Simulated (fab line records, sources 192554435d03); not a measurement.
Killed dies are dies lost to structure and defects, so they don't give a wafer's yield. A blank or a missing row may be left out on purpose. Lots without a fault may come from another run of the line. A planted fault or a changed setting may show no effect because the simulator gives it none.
fab line records | flow n5_finfet
record lots=7 wafers=39
route steps=1938 shown BEOL_M14@1716 MIM_BOT_ETCH@1866
start_h: hours from the record's first day to the start of the lot's first wafer shown | wait_h: hours since the lot's step before | " the same as in the row above | L1.1+2: a row that stands for several wafers | - no value, or no start given | * or withheld: withheld | < > ~ a bound
route shown NAME@n: a module of which the file shows steps, and the number in the route of the first | usual: mean/standard deviation of fault-free wafers | same: alike in all rows | chamber/n: place in a boat | sites: the reading at each site | _std_site: their standard deviation | _edge_site: outer sites' mean less inner sites' | radius_mm: how far each site lies from the wafer's centre | mask NAME#n: copy n | behind: the tool/chamber that last shaped the wafer | hold: why the lot was held/for how many hours/how that ended | device: the transistor (n, p or np) that didn't switch | end of line: the same wafers' tests at the end of the route | a step without rows: its recipe alone | killed: dies lost to structure and defects at the first sort, not the wafer's yield | map: a wafer's dies, x killed, . not, _ none there
set.NAME: the setting as run; set.NAME@STEP: as run at that earlier step | model.NAME: the simulator's own value behind a step, which no gauge read
lots whose settings were changed on purpose; a table a step, a row a wafer
## steps
# step N5_BEOL_M14_ILD_DEP_00
# recipe material=SiO2 target_thk_a=11193 temp_c=400 precursor=TEOS/O2 pressure_torr=6.5 rf_w=900 teos_flow_sccm=161.4 gas=O2 flow_sccm=2650 time_s=237.4
# columns lot.wafer tool chamber start_h wait_h set.target_thk_a model.SiO2_of_BEOL_M14_ILD_DEP_00.thk_nm
L075.1 pecvd-04 1 254.61 0.0 11193 1119
L075.2 " 0 " " 11193 1123
L075.4 " 0 " " 11193 1145
L080.1 pecvd-01 2 277.93 0.0 15180 1526
L080.2 " 0 " " 11193 1122
L080.3 " 1 " " 11193 1125
L080.4 " 2 " " 15180 1524
L080.5 " 0 " " 11193 1133
L080.6 " 1 " " 15180 1541
L087.1 pecvd-01 1 322.53 0.0 4802 485.4
L087.2 " 0 " " 11193 1133
L087.3 " 2 " " 11193 1114
L087.4 " 1 " " 4802 487.8
L087.5 " 0 " " 4802 506.6
L087.6 " 2 " " 11193 1137
L090.1 pecvd-01 1 338.35 0.0 11193 1128
L090.2 " 2 " " 11193 1119
L090.3 " 0 " " 11193 1118
L090.4+6 " 1,2 " " 11193 1147
L090.5 " 0 " " 11193 1139
L088.1 pecvd-02 0 342.82 0.0 7842 786.6
L088.2 " 1 " " 7842 767
L088.3 " 2 " " 11193 1117
L088.4 " 1 " " 11193 1112
L088.5 " 2 " " 7842 793.4
L088.6 " 0 " " 11193 1127
L089.1 pecvd-04 2 352.39 0.0 15050 1523
L089.2 " 1 " " 11193 1120
L089.3 " 0 " " 15050 1498
L089.4 " 1 " " 11193 1138
L089.5 " 0 " " 15050 1537
L089.6 " 2 " " 11193 1144
L093.1 pecvd-01 0 359.20 0.0 11193 1130
L093.2 " 2 " " 11193 1122
L093.3 " 1 " " 11193 1119
L093.4 " 1 " " 11193 1138
L093.5 " 0 " " 11193 1141
L093.6 " 2 " " 11193 1150
# step N5_BEOL_M14_THK_MEAS_01
# recipe reads=SiO2_of_BEOL_M14_ILD_DEP_00
# usual M14_ILD_THK=1128/13
# columns lot.wafer tool chamber start_h wait_h set.target_thk_a@BEOL_M14_ILD_DEP_00 M14_ILD_THK[nm]
L075.1 film_metro-02 - 254.80 0.1 11193 1120
L075.2 " - " " 11193 1123
L075.4 " - " " 11193 1144
L080.1 film_metro-01 - 278.12 0.1 15180 1525
L080.2 " - " " 11193 1121
L080.3 " - " " 11193 1125
L080.4 " - " " 15180 1523
L080.5 " - " " 11193 1134
L080.6 " - " " 15180 1542
L087.1 film_metro-02 - 322.72 0.1 4802 486
L087.2 " - " " 11193 1132
L087.3 " - " " 11193 1115
L087.4 " - " " 4802 488
L087.5 " - " " 4802 506
L087.6 " - " " 11193 1136
L090.1 film_metro-01 - 338.54 0.1 11193 1128
L090.2 " - " " 11193 1119
L090.3 " - " " 11193 1118
L090.4 " - " " 11193 1146
L090.5 " - " " 11193 1139
L090.6 " - " " 11193 1147
L088.1 film_metro-02 - 343.01 0.1 7842 786
L088.2 " - " " 7842 767
L088.3 " - " " 11193 1118
L088.4 " - " " 11193 1112
L088.5 " - " " 7842 793
L088.6 " - " " 11193 1127
L089.1 film_metro-01 - 352.58 0.1 15050 1523
L089.2 " - " " 11193 1120
L089.3 " - " " 15050 1498
L089.4 " - " " 11193 1137
L089.5 " - " " 15050 1536
L089.6 " - " " 11193 1145
L093.1 film_metro-01 - 359.39 0.1 11193 1131
L093.2 " - " " 11193 1122
L093.3 " - " " 11193 1119
L093.4 " - " " 11193 1137
L093.5 " - " " 11193 1140
L093.6 " - " " 11193 1150
# step N5_BEOL_M14_COAT_58
# recipe resist=BARC temp_c=205 time_s=60 spin_rpm=1500 resist_thk_nm=89
# step N5_BEOL_M14_COAT_04
# recipe spin_rpm=1704 resist_thk_nm=800
# step N5_BEOL_M14_DESCUM_15
# recipe chemistry=O2 time_s=7.9 source_power_w=50 bias_power_w=20 pressure_mtorr=20 rf_frequency_hz=2.712e+07 temp_c=40 o2_flow_sccm=225
# step N5_BEOL_M14_ETCH_59
# recipe chemistry=N2/H2 target=BARC target_depth_a=890 overetch_a=267 time_s=67.9 ion_energy_ev=200 pressure_mtorr=30 source_w=840 bias_w=150 n2_flow_sccm=200 h2_flow_sccm=200
# step N5_BEOL_M14_VIA_ETCH_16
# recipe chemistry=C4F8/O2/Ar target=SiO2 he_inner_torr=15 he_outer_torr=30 target_depth_a=12313 time_s=withheld ion_energy_ev=800 pressure_mtorr=20 source_w=1905 bias_w=2040 Ar_flow_sccm=400 C4F8_flow_sccm=16 O2_flow_sccm=12 ends=cleared
# columns lot.wafer tool chamber start_h wait_h set.target_thk_a@BEOL_M14_ILD_DEP_00 model.etch.depth_nm model.coat_of_BEOL_M14_COAT_04.thk_nm
L075.1 rie_diel-01 3 255.41 0.0 11193 1119 454.8
L075.2 " 2 " " 11193 1123 449
L075.4 " 0 " " 11193 1145 448
L080.1 rie_diel-01 2 279.43 0.0 15180 1526 358.8
L080.2 " 3 " " 11193 1122 459
L080.3 " 0 " " 11193 1125 451.8
L080.4 " 1 " " 15180 1524 356.8
L080.5 " 3 " " 11193 1133 453.8
L080.6 " 0 " " 15180 1541 356.2
L087.1 rie_diel-01 1 323.25 0.0 4802 485.5 600.2
L087.2 " 2 " " 11193 1133 448
L087.3 " 0 " " 11193 1114 452.6
L087.4 " 0 " " 4802 487.8 603.2
L087.5 " 2 " " 4802 506.7 596.8
L087.6 " 1 " " 11193 1137 445.8
L090.1 rie_diel-01 1 339.14 0.0 11193 1128 445.4
L090.2 " 3 " " 11193 1119 452.8
L090.3 " 2 " " 11193 1118 450.2
L090.4+6 " 0,2 " " 11193 1147 444
L090.5 " 3 " " 11193 1139 445.8
L088.1 rie_diel-05 1 343.51 0.0 7842 786.5 527.8
L088.2 " 2 " " 7842 766.9 530.6
L088.3 " 0 " " 11193 1117 446.8
L088.4 " 3 " " 11193 1112 450.4
L088.5 " 0 " " 7842 793.4 523.2
L088.6 " 3 " " 11193 1127 450
L089.1 rie_diel-05 1 353.07 0.0 15050 1523 356.8
L089.2 " 2 " " 11193 1120 452.6
L089.3 " 3 " " 15050 1498 364
L089.4 " 0 " " 11193 1138 442.8
L089.5 " 0 " " 15050 1537 349.2
L089.6 " 1 " " 11193 1144 445
L093.1 rie_diel-05 0 359.88 0.0 11193 1130 447
L093.2 " 2 " " 11193 1122 447.6
L093.3 " 3 " " 11193 1119 452.2
L093.4 " 1 " " 11193 1138 445.2
L093.5 " 2 " " 11193 1141 446
L093.6 " 1 " " 11193 1150 440
# step N5_BEOL_M14_STRIP_63
# recipe chemistry=O2 power_w=600 temp_c=60 pressure_mtorr=30 rf_frequency_hz=6e+07 bias_power_w=0 overash_fraction=0.3 o2_flow_sccm=225
# step N5_BEOL_M14_STRIP_64
# recipe chemistry=O2 power_w=600 temp_c=60 pressure_mtorr=30 rf_frequency_hz=6e+07 bias_power_w=0 overash_fraction=0.3 o2_flow_sccm=225
# step N5_BEOL_M14_STRIP_71
# recipe chemistry=post_etch_residue_remover time_s=60 temp_c=25 remover_ph=withheld remover_water_wt_pct=withheld remover_fluoride_wt_pct=withheld
# step N5_BEOL_M14_SRD_72
# recipe time_s=30 temp_c=23 rinse_liquid=diw dry=n2_spin spin_rpm=1500 dry_time_s=30
# step N5_BEOL_M14_CD_MEAS_17
# recipe target_cd_nm=250 polarity=opening
# usual cd_nm=249.7/1.4
# columns lot.wafer tool chamber start_h wait_h set.target_thk_a@BEOL_M14_ILD_DEP_00 cd_nm
L075.1 cd_sem-03 - 255.76 0.0 11193 253.4
L075.2 " - " " 11193 251.4
L075.4 " - " " 11193 252.0
L080.1 cd_sem-03 - 279.78 0.0 15180 254.1
L080.2 " - " " 11193 250.3
L080.3 " - " " 11193 251.2
L080.4 " - " " 15180 254.2
L080.5 " - " " 11193 249.6
L080.6 " - " " 15180 254.9
L087.1 cd_sem-01 - 323.60 0.0 4802 244.2
L087.2 " - " " 11193 250.0
L087.3 " - " " 11193 250.2
L087.4 " - " " 4802 -
L087.5 " - " " 4802 -
L087.6 " - " " 11193 -
L090.1 cd_sem-03 - 339.68 0.0 11193 248.7
L090.2 " - " " 11193 249.5
L090.3 " - " " 11193 249.0
L090.4 " - " " 11193 249.0
L090.5 " - " " 11193 248.9
L090.6 " - " " 11193 250.1
L088.1 cd_sem-02 - 343.85 0.0 7842 245.9
L088.2 " - " " 7842 247.2
L088.3 " - " " 11193 250.1
L088.4 " - " " 11193 249.4
L088.5 " - " " 7842 246.1
L088.6 " - " " 11193 251.1
L089.1 cd_sem-01 - 353.43 0.0 15050 251.5
L089.2 " - " " 11193 250.9
L089.3 " - " " 15050 -
L089.4 " - " " 11193 249.8
L089.5 " - " " 15050 -
L089.6 " - " " 11193 -
L093.1 cd_sem-03 - 360.22 0.0 11193 252.6
L093.2 " - " " 11193 251.1
L093.3 " - " " 11193 250.8
L093.4 " - " " 11193 251.0
L093.5 " - " " 11193 251.6
L093.6 " - " " 11193 250.0
# step N5_MIM_BOT_ETCH_ETCH_04
# recipe chemistry=CF4/O2 target=SiNx target_depth_a=260 time_s=13 ion_energy_ev=100 pressure_mtorr=40 source_w=535 bias_w=49 Ar_flow_sccm=100 cf4_flow_sccm=100 O2_flow_sccm=10
# columns lot.wafer tool chamber start_h wait_h set.time_s model.etch.depth_nm model.MIM_BOT_ETCH.cd_offset_nm
L075.1 rie_diel-05 1 269.05 0.0 13 26.71 0
L075.2 " 2 " " 13 25.88 0
L075.4 " 1 " " 13 26.73 0
L080.1 rie_diel-02 0 298.47 0.0 13 26.14 0
L080.2 " 2 " " 13 24.99 0
L080.3 " 1 " " 15.83 31.42 -0.4
L080.4 " 3 " " 13 26.2 0
L080.5 " 2 " " 15.83 30.41 -0.2
L080.6 " 1 " " 15.83 31.28 -0.2
L087.1 rie_diel-05 0 338.98 0.0 9.215 18.65 0.2
L087.2 " 3 " " 13 26.13 0
L087.3 " 2 " " 9.215 18.38 0.4
L087.4 " 1 " " 13 26.11 0
L087.5 " 0 " " 13 26.36 0
L087.6 " 1 " " 9.215 18.71 0.4
L090.1 rie_diel-05 2 357.65 0.0 19.36 38.56 -0.6
L090.2 " 0 " " 13 26.23 0
L090.3 " 1 " " 19.36 39.19 -0.6
L090.4 " 3 " " 13 25.77 0
L090.5 " 2 " " 19.36 38.36 -0.4
L090.6 " 3 " " 13 25.73 0
L088.1 rie_diel-01 3 365.98 0.0 13 26.42 0
L088.2 " 0 " " 6.744 13.52 0.6
L088.3 " 1 " " 13 26.84 0
L088.4 " 2 " " 6.744 13.89 0.6
L088.5 " 0 " " 13 25.84 0
L088.6 " 1 " " 6.744 13.93 0.6
L089.1 rie_diel-02 3 370.27 0.0 13 26.11 0
L089.2 " 0 " " 13 25.89 0
L089.3 " 2 " " 13 24.94 0
L089.4 " 1 " " 13 25.52 0
L089.5 " 1 " " 13 25.79 0.2
L089.6 " 2 " " 13 24.73 0.2
L093.1 rie_diel-02 3 378.34 0.0 13 25.89 0
L093.2 " 2 " " 13 24.6 0
L093.3 " 0 " " 13 25.6 0
L093.4 " 1 " " 13 25.64 -0.2
L093.5 " 0 " " 13 25.75 0
L093.6 " 3 " " 13 25.69 0
## key
split step=N5_BEOL_M14_ILD_DEP_00 setting=target_thk_a stated=11193 by=wafer
response step=N5_BEOL_M14_ILD_DEP_00 reading=model.SiO2_of_BEOL_M14_ILD_DEP_00.thk_nm change=+11.2 per=1% r=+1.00
response step=N5_BEOL_M14_THK_MEAS_01 reading=M14_ILD_THK change=+11.2 per=1% r=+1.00
response step=N5_BEOL_M14_VIA_ETCH_16 reading=model.etch.depth_nm change=+11.2 per=1% r=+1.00
response step=N5_BEOL_M14_VIA_ETCH_16 reading=model.coat_of_BEOL_M14_COAT_04.thk_nm change=-2.66 per=1% r=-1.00
response step=N5_BEOL_M14_CD_MEAS_17 reading=cd_nm change=+0.103 per=1% r=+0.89
split step=N5_MIM_BOT_ETCH_ETCH_04 setting=time_s stated=13 by=wafer
response step=N5_MIM_BOT_ETCH_ETCH_04 reading=model.etch.depth_nm change=+0.26 per=1% r=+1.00
response step=N5_MIM_BOT_ETCH_ETCH_04 reading=model.MIM_BOT_ETCH.cd_offset_nm change=-0.0117 per=1% r=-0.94
